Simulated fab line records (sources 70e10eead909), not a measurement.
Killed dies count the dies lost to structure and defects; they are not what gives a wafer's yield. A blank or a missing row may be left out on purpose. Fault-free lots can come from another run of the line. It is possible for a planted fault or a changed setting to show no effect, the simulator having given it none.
fab line records	flow nandHarc	part 1 of 2: steps 1 to 21 of 27
record: lots: 5	wafers: 15	lastDay: 33
route steps=1302 shown A_STAIRCASE@806
lots that met no fault: from a run of the same line without faults
startH: hours from the record's first day to the start of the lot's first wafer shown	waitH: how many hours have passed since the lot's step before this one	" identical to the entry in the row above	L1.1+2: a row that stands for several wafers	- no value, or no start was given	* or withheld: withheld	< > ~ a bound
route shown NAME@n: names a module that has steps shown in the file, with the first one's number in the route	usual: mean/standard deviation taken from wafers without a fault	same: alike in all rows	chamber/n: place in a boat	sites: the reading at each site	_std_site: standard deviation across them	_edge_site: outer sites' mean less inner sites'	radiusMm: how far each site lies from the wafer's centre	mask NAME#n: copy n	behind: the last tool/chamber to shape the wafer	hold: why the lot went on hold/how many hours it stayed there/how the hold came to an end	device: transistor that didn't switch, given as n, p or np	end of line: tests run on the same wafers once the route is complete	a step without rows: its recipe alone	killed: at the first sort, the dies lost to defects and structure; wafer yield is something else	map: a wafer's dies, x killed, . not, _ none there
set.NAME: the setting as run; set.NAME@STEP: as run at that earlier step	model.NAME: the simulator's own value behind a step, which no gauge read
lots at selected steps of the route; one table per step, one row per wafer
services: the hour from which a tool's chamber was out of use, counted from the record's first day as startH (under 0 if before that day), plus the number of hours and why
== steps ==
step: NHARC_A_STAIRCASE_HARDBAKE_290
recipe: tempC: 120	timeS: 140
usual: resistLineTempC: 22.99/0.096
lot.wafer	tool	chamber	startH	waitH	resistLineTempC
L078.1	lithoTrack-03	0	413.58	-	23.11
L078.3	"	0	"	"	22.89
L078.6	"	0	"	"	22.96
L090.1	lithoTrack-07	0	535.59	-	22.99
L090.3	"	0	"	"	22.90
L090.6	"	0	"	"	23.03
L089.1	lithoTrack-07	0	542.51	-	22.96
L089.2	"	0	"	"	23.06
L089.3	"	0	"	"	22.89
L095.1	lithoTrack-03	0	592.87	-	22.90
L095.2	"	0	"	"	23.01
L095.4	"	0	"	"	22.91
L097.1	lithoTrack-02	0	599.35	-	23.00
L097.4	"	0	"	"	22.98
L097.6	"	0	"	"	23.06
step: NHARC_A_STAIRCASE_DESCUM_291
recipe: timeS: 3	o2FlowSccm: 200	arFlowSccm: 0	biasPowerW: 0	chemistry: O2
usual: drypumpMotorCurrentA: 5.9/0.47	oesProductAu: 0.999/0.0062	rfVppV: 57.7/0.85	showerheadPlenumPTorr: 1.92/0.092	throttleValvePct: 11.312/0.0078
same: biasPowerW: 0
lot.wafer	tool	chamber	startH	waitH	drypumpMotorCurrentA	oesProductAu	rfHoursCounterH	rfVppV	showerheadPlenumPTorr	throttleValvePct
L078.1	rieDiel-12	3	413.69	-	5.9	0.990	50	57.4	2.06	11.306
L078.3	"	1	"	"	6.3	1.005	49	57.2	1.76	11.307
L078.6	"	2	"	"	6.3	0.995	-	56.9	1.89	11.310
L090.1	rieDiel-13	3	535.69	-	6.6	0.996	3	56.5	1.82	11.315
L090.3	"	2	"	"	6.0	0.996	3	57.6	1.91	11.307
L090.6	"	0	"	"	5.9	1.004	-	58.9	1.91	11.307
L089.1	rieDiel-03	0	542.60	-	6.0	0.999	24	58.4	1.90	11.307
L089.2	"	1	"	"	5.2	1.002	28	58.7	2.05	11.320
L089.3	"	2	"	"	5.0	1.001	18	57.6	1.86	11.315
L095.4	rieDiel-12	0	593.00	-	6.2	0.997	47	58.0	1.83	11.311
L095.2	"	1	"	"	6.2	1.008	52	57.2	2.06	11.316
L095.1	"	2	"	"	6.3	1.008	55	56.1	1.87	11.313
L097.4	rieDiel-13	3	599.44	-	6.6	0.991	25	56.3	1.81	11.312
L097.1	"	2	"	"	6.0	1.006	24	57.9	1.90	11.292
L097.6	"	3	"	"	6.6	0.994	-	57.6	1.81	11.308
step: NHARC_A_STAIRCASE_ETCH_292
recipe: cf4FlowSccm: 100	chf3FlowSccm: 30	arFlowSccm: 0	rfW: 500	biasW: 200	chemistry: CF4/CHF3
usual: drypumpMotorCurrentA: 5.9/0.48	oesProductAu: 0.934/0.018	rfVppV: 370.9/2.6	showerheadPlenumPTorr: 1.58/0.072	throttleValvePct: 16.802/0.0084
lot.wafer	tool	chamber	startH	waitH	drypumpMotorCurrentA	oesProductAu	rfHoursCounterH	rfVppV	showerheadPlenumPTorr	throttleValvePct
L078.3	rieDiel-12	3	413.76	0.1	5.9	0.924	50	375.2	1.69	16.815
L078.1	"	1	"	"	6.2	0.937	49	365.1	1.46	16.805
L078.6	"	0	"	"	6.2	0.923	-	369.9	1.52	16.791
L090.3	rieDiel-13	1	535.77	0.1	6.4	0.981	2	374.7	1.70	16.811
L090.1	"	2	"	"	6.0	0.983	3	371.2	1.57	16.802
L090.6	"	2	"	"	6.0	0.990	-	369.7	1.57	16.812
L089.1	rieDiel-03	0	542.71	0.1	6.0	0.954	24	370.2	1.56	16.806
L089.2	"	1	"	"	5.2	0.946	28	374.2	1.68	16.817
L089.3	"	2	"	"	5.0	0.955	18	369.3	1.53	16.798
L095.4	rieDiel-12	2	593.10	0.1	6.3	0.922	55	370.3	1.54	16.796
L095.1	"	3	"	"	5.9	0.929	52	374.5	1.67	16.808
L095.2	"	1	"	"	6.2	0.925	52	374.4	1.69	16.793
L097.1	rieDiel-13	3	599.58	0.1	6.6	0.951	25	368.8	1.49	16.812
L097.4	"	0	"	"	6.0	0.937	28	369.8	1.57	16.793
L097.6	"	3	"	"	6.6	0.934	-	368.0	1.49	16.788
step: NHARC_A_STAIRCASE_HM_OPEN_460
recipe: o2FlowSccm: 400	cosFlowSccm: 20	arFlowSccm: 0	rfW: 500	biasW: 300	chemistry: O2/COS
usual: drypumpMotorCurrentA: 6.0/0.47	oesProductAu: 1.002/0.007	rfVppV: 468/3.1	showerheadPlenumPTorr: 3.14/0.14	throttleValvePct: 28.329/0.0088
lot.wafer	tool	chamber	startH	waitH	drypumpMotorCurrentA	oesProductAu	rfHoursCounterH	rfVppV	showerheadPlenumPTorr	throttleValvePct
L078.3	rieDiel-12	3	-	-	5.9	1.012	50	472	3.35	28.324
L078.1	"	2	"	"	6.3	1.008	54	468	3.08	28.329
L078.6	"	0	"	"	6.2	1.000	-	466	3.03	28.340
L090.3	rieDiel-13	3	-	-	6.6	0.997	3	465	2.97	28.327
L090.1	"	2	"	"	6.0	1.005	3	466	3.12	28.324
L090.6	"	0	"	"	6.0	1.001	-	467	3.12	28.330
L089.1	rieDiel-03	1	-	-	5.2	0.989	29	471	3.33	28.330
L089.2	"	2	"	"	5.0	1.002	18	465	3.04	28.339
L089.3	"	3	"	"	6.2	1.001	31	466	3.08	28.334
L095.1	rieDiel-12	2	-	-	6.3	1.013	55	465	3.05	28.340
L095.4	"	0	"	"	6.2	1.003	47	464	2.99	28.338
L095.2	"	1	"	"	6.2	1.000	52	470	3.35	28.319
L097.1	rieDiel-13	0	-	-	6.0	0.999	28	467	3.11	28.318
L097.4	"	1	"	"	6.4	1.005	23	472	3.36	28.324
L097.6	"	3	"	"	6.6	0.997	-	463	2.96	28.332
step: NHARC_A_STAIRCASE_STRIP_461
recipe: o2FlowSccm: 400	cosFlowSccm: 20	arFlowSccm: 0	biasW: 0	chemistry: O2/COS
lot.wafer	tool	chamber	startH	waitH
L078.1+3+6	rieDiel-12	3,1,2	-	-
L090.3+1+6	rieDiel-13	3,0,2	-	-
L089.1+3+2	rieDiel-03	3,1,2	-	-
L095.2+1+4	rieDiel-12	0,2,3	-	-
L097.4+1+6	rieDiel-13	2,3,3	-	-
step: NHARC_A_STAIRCASE_ETCH_452
recipe: targetDepthA: 300	overetchA: 30	timeS: 16.5	ionEnergyEv: 100	cf4FlowSccm: 80	o2FlowSccm: 20	arFlowSccm: 0	rfW: 300	biasW: 100	chemistry: CF4/O2
usual: drypumpMotorCurrentA: 5.9/0.48	oes_o_777_au: 1.000/0.0043	oesProductAu: 1.000/0.0066	rfVppV: 198.1/1.7	showerheadPlenumPTorr: 1.34/0.063	throttleValvePct: 13.397/0.0092
lot.wafer	tool	chamber	startH	waitH	drypumpMotorCurrentA	oes_o_777_au	oesProductAu	rfHoursCounterH	rfVppV	showerheadPlenumPTorr	throttleValvePct
L078.1	rieDiel-12	3	-	-	5.8	1.014	0.993	50	198.4	1.43	13.390
L078.3	"	2	"	"	6.3	0.999	0.993	54	197.6	1.32	13.409
L078.6	"	3	"	"	5.8	0.997	1.004	-	198.9	1.43	13.403
L090.3	rieDiel-13	1	-	-	6.4	0.998	1.009	2	201.1	1.45	13.393
L090.1	"	2	"	"	6.0	1.001	1.005	3	198.9	1.33	13.396
L090.6	"	1	"	"	6.4	1.000	1.014	-	198.5	1.45	13.408
L089.1	rieDiel-03	2	-	-	5.0	1.003	1.005	18	196.9	1.30	13.399
L089.3	"	3	"	"	6.1	1.010	0.996	31	195.7	1.32	13.391
L089.2	"	0	"	"	6.0	0.996	1.000	24	196.3	1.33	13.413
L095.4	rieDiel-12	3	-	-	5.9	0.995	0.994	52	200.6	1.42	13.400
L095.1	"	0	"	"	6.2	1.000	0.994	47	197.3	1.28	13.403
L095.2	"	1	"	"	6.2	0.995	1.005	52	197.4	1.43	13.404
L097.1	rieDiel-13	0	-	-	6.0	0.999	1.006	28	199.4	1.33	13.387
L097.4	"	2	"	"	6.0	1.002	1.002	24	196.8	1.33	13.390
L097.6	"	3	"	"	6.6	0.997	0.990	-	196.0	1.26	13.393
step: NHARC_A_STAIRCASE_ETCH_294
recipe: targetDepthA: 49890	timeS: 1211.6	ionEnergyEv: 800	c4f8FlowSccm: 80	o2FlowSccm: 60	arFlowSccm: withheld	rfW: 600	biasW: 3000	chemistry: C4F8/O2/Ar
usual: oesProductAu: 0.934/0.01	rfVppV: 1828/12
lot.wafer	tool	chamber	startH	waitH	oesProductAu	rfHoursCounterH	rfVppV
L078.1	rieDiel-12	2	-	-	0.925	54	1823
L078.3	"	0	"	"	0.928	42	1819
L078.6	"	2	"	"	0.924	-	1825
L090.3	rieDiel-13	3	-	-	0.925	3	1815
L090.1	"	1	"	"	0.958	2	1847
L090.6	"	0	"	"	0.948	-	1828
L089.2	rieDiel-03	2	-	-	0.954	18	1819
L089.3	"	0	"	"	0.938	24	1826
L089.1	"	1	"	"	0.951	29	1844
L095.4	rieDiel-12	3	-	-	0.927	53	1841
L095.2	"	0	"	"	0.926	47	1817
L095.1	"	1	"	"	0.926	52	1847
L097.4	rieDiel-13	3	-	-	0.916	26	1813
L097.1	"	2	"	"	0.928	24	1825
L097.6	"	0	"	"	0.923	-	1825
step: NHARC_A_STAIRCASE_STRIP_295
recipe: o2FlowSccm: 500	arFlowSccm: 0	biasW: 0	chemistry: O2
usual: drypumpMotorCurrentA: 5.9/0.47	oesProductAu: 1.001/0.0061	rfVppV: 57.8/0.9	showerheadPlenumPTorr: 3.54/0.16	throttleValvePct: 17.036/0.0094
lot.wafer	tool	chamber	startH	waitH	drypumpMotorCurrentA	oesProductAu	rfHoursCounterH	rfVppV	showerheadPlenumPTorr	throttleValvePct
L078.1	rieDiel-12	2	-	-	6.3	1.004	55	57.7	3.49	17.036
L078.3	"	0	"	"	6.2	1.000	42	58.6	3.42	17.033
L078.6	"	2	"	"	6.3	1.008	-	59.5	3.49	17.059
L090.3	rieDiel-13	3	-	-	6.6	0.990	3	55.4	3.36	17.030
L090.1	"	1	"	"	6.4	1.001	2	57.5	3.81	17.034
L090.6	"	3	"	"	6.6	0.997	-	58.2	3.36	17.035
L089.2	rieDiel-03	0	-	-	6.0	0.996	24	57.7	3.51	17.032
L089.1	"	2	"	"	5.0	0.998	19	57.9	3.44	17.032
L089.3	"	3	"	"	6.2	1.003	32	58.5	3.48	17.034
L095.4	rieDiel-12	3	-	-	5.9	1.001	53	58.3	3.74	17.038
L095.1	"	0	"	"	6.2	0.992	48	57.7	3.39	17.044
L095.2	"	2	"	"	6.3	0.998	56	58.5	3.45	17.032
L097.1	rieDiel-13	0	-	-	5.9	1.005	29	56.9	3.52	17.036
L097.4	"	1	"	"	6.4	1.008	23	58.9	3.79	17.031
L097.6	"	0	"	"	6.0	1.013	-	56.3	3.52	17.037
step: NHARC_A_STAIRCASE_STRIP_296
recipe: timeS: 900	tempC: 130	chemistry: SPM
lot.wafer	tool	chamber	startH	waitH
L078.1+6+3	wetBench-07	5,6,0	415.48	-
L090.6+3+1	wetBench-07	6,0,1	537.41	-
L089.1+2+3	wetBench-06	3,5,6	544.90	-
L095.4+1+2	wetBench-06	6,0,2	594.73	-
L097.4+6+1	wetBench-06	0,1,4	602.01	-
step: NHARC_A_STAIRCASE_PRECLEAN_297
recipe: timeS: *	tempC: 50	bathAgeMin: 0	chemistry: SC1
same: bathAgeMin: 0
lot.wafer	tool	chamber	startH	waitH
L078.1+6+3	wetBench-07	5,6,0	-	-
L090.6+3+1	wetBench-07	6,0,1	-	-
L089.1+2+3	wetBench-06	3,5,6	-	-
L095.4+1+2	wetBench-06	6,0,2	-	-
L097.4+6+1	wetBench-06	0,1,4	-	-
step: NHARC_A_STAIRCASE_SRD_298
lot.wafer	tool	chamber	startH	waitH
L078.1+6+3	wetBench-07	5,6,0	-	-
L090.6+3+1	wetBench-07	6,0,1	-	-
L089.1+2+3	wetBench-06	3,5,6	-	-
L095.4+1+2	wetBench-06	6,0,2	-	-
L097.4+6+1	wetBench-06	0,1,4	-	-
step: NHARC_A_STAIRCASE_HM_DEP_462
recipe: targetThkA: 8000	tempC: 400	material: aC
usual: susceptorTempC: 399.93/0.25	throttleValvePct: 34.999/0.0093
lot.wafer	tool	chamber	startH	waitH	susceptorTempC	throttleValvePct
L078.1	aclDep-03	0	415.99	0.1	-	34.978
L078.3	"	0	"	"	-	35.000
L078.6	"	0	"	"	-	34.985
L090.1	aclDep-01	0	537.93	0.1	-	34.996
L090.3	"	0	"	"	-	35.008
L090.6	"	0	"	"	-	35.012
L089.1	aclDep-01	0	545.42	0.1	400.33	35.005
L089.2	"	0	"	"	400.29	34.984
L089.3	"	0	"	"	399.93	35.000
L095.1	aclDep-01	0	598.56	3.4	399.90	35.003
L095.2	"	0	"	"	400.03	35.006
L095.4	"	0	"	"	399.89	34.996
L097.1	aclDep-02	0	604.41	1.9	-	35.003
L097.4	"	0	"	"	-	35.003
L097.6	"	0	"	"	-	34.980
step: NHARC_A_STAIRCASE_DEP_301
recipe: targetThkA: 300	targetThkNm: 30	tempC: 400	pressureTorr: 3.5	flowSccm: 200	rfW: 350	material: SiON
usual: heaterPowerW: 763/120	showerheadVppV: 1143/61	susceptorTempC: 400.03/0.22
lot.wafer	tool	chamber	startH	waitH	heaterPowerW	showerheadVppV	susceptorTempC
L078.3	pecvd-01	0	417.84	0.9	925	1222	399.90
L078.1	"	1	"	"	889	1118	400.49
L078.6	"	1	"	"	928	1123	400.21
L090.3	pecvd-04	0	539.77	0.9	663	1159	399.73
L090.1	"	1	"	"	547	1108	399.90
L090.6	"	2	"	"	750	1060	399.86
L089.1	pecvd-04	1	547.28	1.6	578	1091	400.27
L089.3	"	2	"	"	742	1074	400.10
L089.2	"	0	"	"	778	1170	399.96
L095.1	pecvd-03	0	600.44	1.6	922	1159	399.91
L095.2	"	2	"	"	890	1122	400.05
L095.4	"	1	"	"	605	1082	399.83
L097.1	pecvd-01	2	606.26	1.5	734	1227	399.81
L097.6	"	2	"	"	730	1216	399.73
L097.4	"	0	"	"	834	1237	400.57
step: NHARC_A_STAIRCASE_DEHYDRATE_302
recipe: tempC: 150	timeS: 120
usual: plateTempC: 149.98/0.14	resistLineTempC: 23.00/0.096
lot.wafer	tool	chamber	startH	waitH	plateTempC	resistLineTempC
L078.1	lithoTrack-07	0	418.11	0.2	149.96	23.04
L078.3	"	0	"	"	149.99	23.04
L078.6	"	0	"	"	149.83	22.95
L090.1	lithoTrack-03	0	540.04	0.2	149.82	23.01
L090.3	"	0	"	"	150.20	22.85
L090.6	"	0	"	"	149.83	23.10
L089.1	lithoTrack-03	0	547.55	0.2	149.71	23.05
L089.2	"	0	"	"	149.83	22.99
L089.3	"	0	"	"	149.84	23.18
L095.1	lithoTrack-07	0	600.71	0.2	149.97	22.87
L095.2	"	0	"	"	149.93	22.90
L095.4	"	0	"	"	149.93	23.08
L097.1	lithoTrack-03	0	606.53	0.2	150.08	23.03
L097.4	"	0	"	"	149.87	22.91
L097.6	"	0	"	"	150.06	22.88
step: NHARC_A_STAIRCASE_HMDS_303
recipe: timeS: 30
usual: resistLineTempC: 23.00/0.11
lot.wafer	tool	chamber	startH	waitH	resistLineTempC
L078.1	lithoTrack-07	0	-	-	23.23
L078.3	"	0	"	"	23.22
L078.6	"	0	"	"	23.19
L090.1	lithoTrack-03	0	-	-	22.94
L090.3	"	0	"	"	22.95
L090.6	"	0	"	"	22.93
L089.1	lithoTrack-03	0	-	-	22.99
L089.2	"	0	"	"	22.95
L089.3	"	0	"	"	23.04
L095.1	lithoTrack-07	0	-	-	23.06
L095.2	"	0	"	"	23.04
L095.4	"	0	"	"	23.04
L097.1	lithoTrack-03	0	-	-	23.04
L097.4	"	0	"	"	23.02
L097.6	"	0	"	"	23.10
step: NHARC_A_STAIRCASE_COAT_304
recipe: spinRpm: 1200
usual: resistLineTempC: 23.01/0.1
lot.wafer	tool	chamber	startH	waitH	resistLineTempC
L078.1	lithoTrack-07	0	-	-	23.01
L078.3	"	0	"	"	23.02
L078.6	"	0	"	"	23.15
L090.1	lithoTrack-03	0	-	-	23.18
L090.3	"	0	"	"	22.97
L090.6	"	0	"	"	23.08
L089.1	lithoTrack-03	0	-	-	22.89
L089.2	"	0	"	"	22.97
L089.3	"	0	"	"	22.91
L095.1	lithoTrack-07	0	-	-	23.21
L095.2	"	0	"	"	23.16
L095.4	"	0	"	"	23.06
L097.1	lithoTrack-03	0	-	-	23.11
L097.4	"	0	"	"	23.03
L097.6	"	0	"	"	23.00
step: NHARC_A_STAIRCASE_SOFTBAKE_305
recipe: tempC: 135	timeS: 170
usual: plateTempC: 134.99/0.13	resistLineTempC: 23.01/0.11
lot.wafer	tool	chamber	startH	waitH	plateTempC	resistLineTempC
L078.1	lithoTrack-07	0	-	-	134.92	22.98
L078.3	"	0	"	"	135.14	22.93
L078.6	"	0	"	"	135.11	22.97
L090.1	lithoTrack-03	0	-	-	134.93	23.11
L090.3	"	0	"	"	135.08	22.88
L090.6	"	0	"	"	135.09	22.95
L089.1	lithoTrack-03	0	-	-	135.11	23.03
L089.2	"	0	"	"	134.97	23.02
L089.3	"	0	"	"	134.94	22.83
L095.1	lithoTrack-07	0	-	-	134.94	22.97
L095.2	"	0	"	"	134.87	23.08
L095.4	"	0	"	"	135.08	23.16
L097.1	lithoTrack-03	0	-	-	135.05	23.06
L097.4	"	0	"	"	135.14	22.90
L097.6	"	0	"	"	134.92	22.88
step: NHARC_A_STAIRCASE_EBR_306
usual: resistLineTempC: 23.04/0.095
lot.wafer	tool	chamber	startH	waitH	resistLineTempC
L078.1	lithoTrack-07	0	-	-	23.02
L078.3	"	0	"	"	23.14
L078.6	"	0	"	"	23.02
L090.1	lithoTrack-03	0	-	-	23.02
L090.3	"	0	"	"	23.04
L090.6	"	0	"	"	23.07
L089.1	lithoTrack-03	0	-	-	23.03
L089.2	"	0	"	"	23.08
L089.3	"	0	"	"	23.09
L095.1	lithoTrack-07	0	-	-	23.09
L095.2	"	0	"	"	23.08
L095.4	"	0	"	"	23.10
L097.1	lithoTrack-03	0	-	-	23.06
L097.4	"	0	"	"	23.00
L097.6	"	0	"	"	23.05
step: NHARC_A_STAIRCASE_EXPOSE_307
recipe: na: 0.5	doseMj: 45.72	maskId: CHOP_50
usual: focusOffsetNm: 0.0/0.58
lot.wafer	tool	chamber	startH	waitH	mask	focusOffsetNm
L078.1	krfScanner-02	0	418.44	-	CHOP_50#0	0.7
L078.3	"	0	"	"	CHOP_50#0	-0.5
L078.6	"	0	"	"	CHOP_50#0	0.2
L090.1	krfScanner-01	0	540.24	-	CHOP_50#0	0.0
L090.3	"	0	"	"	CHOP_50#0	0.1
L090.6	"	0	"	"	CHOP_50#0	-0.1
L089.1	krfScanner-02	0	547.76	-	CHOP_50#0	1.3
L089.2	"	0	"	"	CHOP_50#0	0.1
L089.3	"	0	"	"	CHOP_50#0	0.9
L095.1	krfScanner-01	0	601.05	-	CHOP_50#0	-0.7
L095.2	"	0	"	"	CHOP_50#0	-0.6
L095.4	"	0	"	"	CHOP_50#0	-0.2
L097.1	krfScanner-03	0	606.87	-	CHOP_50#0	1.7
L097.4	"	0	"	"	CHOP_50#0	1.5
L097.6	"	0	"	"	CHOP_50#0	-0.5
step: NHARC_A_STAIRCASE_PEB_308
recipe: pebTempC: 115	pebTimeS: 130
usual: plateTempC: 115.01/0.14	resistLineTempC: 22.98/0.1
lot.wafer	tool	chamber	startH	waitH	plateTempC	resistLineTempC
L078.1	lithoTrack-07	0	418.51	0.1	115.03	23.04
L078.3	"	0	"	"	115.02	22.93
L078.6	"	0	"	"	115.15	22.95
L090.1	lithoTrack-03	0	540.31	0.1	115.09	23.06
L090.3	"	0	"	"	115.12	23.03
L090.6	"	0	"	"	115.11	23.10
L089.1	lithoTrack-07	0	547.82	0.1	115.22	23.07
L089.2	"	0	"	"	115.05	23.00
L089.3	"	0	"	"	115.15	23.09
L095.1	lithoTrack-03	0	601.11	0.1	114.92	23.01
L095.2	"	0	"	"	115.02	22.96
L095.4	"	0	"	"	114.85	22.99
L097.1	lithoTrack-02	0	606.93	0.1	115.01	23.05
L097.4	"	0	"	"	115.18	22.88
L097.6	"	0	"	"	115.11	22.95
step: NHARC_A_STAIRCASE_DEVELOP_309
recipe: timeS: 140
usual: resistLineTempC: 23.00/0.1
lot.wafer	tool	chamber	startH	waitH	resistLineTempC
L078.1	lithoTrack-07	0	-	-	23.01
L078.3	"	0	"	"	22.82
L078.6	"	0	"	"	22.80
L090.1	lithoTrack-03	0	-	-	22.90
L090.3	"	0	"	"	22.97
L090.6	"	0	"	"	23.11
L089.1	lithoTrack-07	0	-	-	22.96
L089.2	"	0	"	"	22.95
L089.3	"	0	"	"	23.01
L095.1	lithoTrack-03	0	-	-	22.98
L095.2	"	0	"	"	22.91
L095.4	"	0	"	"	22.98
L097.1	lithoTrack-02	0	-	-	23.00
L097.4	"	0	"	"	22.96
L097.6	"	0	"	"	22.98
